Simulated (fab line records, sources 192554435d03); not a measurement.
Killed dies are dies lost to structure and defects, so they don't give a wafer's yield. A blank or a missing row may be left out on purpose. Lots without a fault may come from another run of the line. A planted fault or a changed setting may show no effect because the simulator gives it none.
Which tool did it? | flow n5_finfet | 11 lots, 33 wafers sampled, at 1 step of a route of 1938

WHAT THE GAUGES READ, wafer by wafer
N5_BEOL_M12_INSPECT_55: inspects for defects (darkfield).
lot  | measured     | on                | raw_defect_count
L076 | day 11 06:32 | defect_inspect-02 | 65 43 47
L075 | day 11 10:32 | defect_inspect-02 | 83 143 68
L079 | day 11 19:19 | defect_inspect-02 | 24 79 47
L081 | day 12 16:55 | defect_inspect-01 | 38 47 35
L083 | day 13 03:15 | defect_inspect-02 | 55 58 48
L086 | day 13 16:34 | defect_inspect-01 | 76 117 66
L087 | day 13 22:00 | defect_inspect-02 | 62 107 120
L089 | day 14 10:05 | defect_inspect-02 | 60 115 102
L090 | day 15 07:39 | defect_inspect-01 | 62 43 61
L094 | day 15 17:57 | defect_inspect-01 | 98 44 88
L097 | day 16 20:08 | defect_inspect-02 | 65 79 61

WHICH TOOL RAN EACH LOT (tool, then ch and the chambers of the sampled wafers, then the start)
The record holds no process step before these readings.

THE ANSWER, worked out from the rows above alone
Rule: what is usual is taken from the lots themselves. Put in order of their means at a reading, lots are off if they are a third of the lots or fewer, leave a main group of 4 or more, and stand apart from it by a gap of 3 or more times the standard deviation of the main group's means; of several such gaps the widest counts. A main group whose means are all the same, to the digits that the tables above print for the reading, isn't used. A lot without any number at a reading at which 4 lots or more have one is off too. The other lots that the step has rows for count as sound.
No lot is off at any reading shown: from this, nothing can be told.

WHAT THE SIMULATOR HAD PUT IN
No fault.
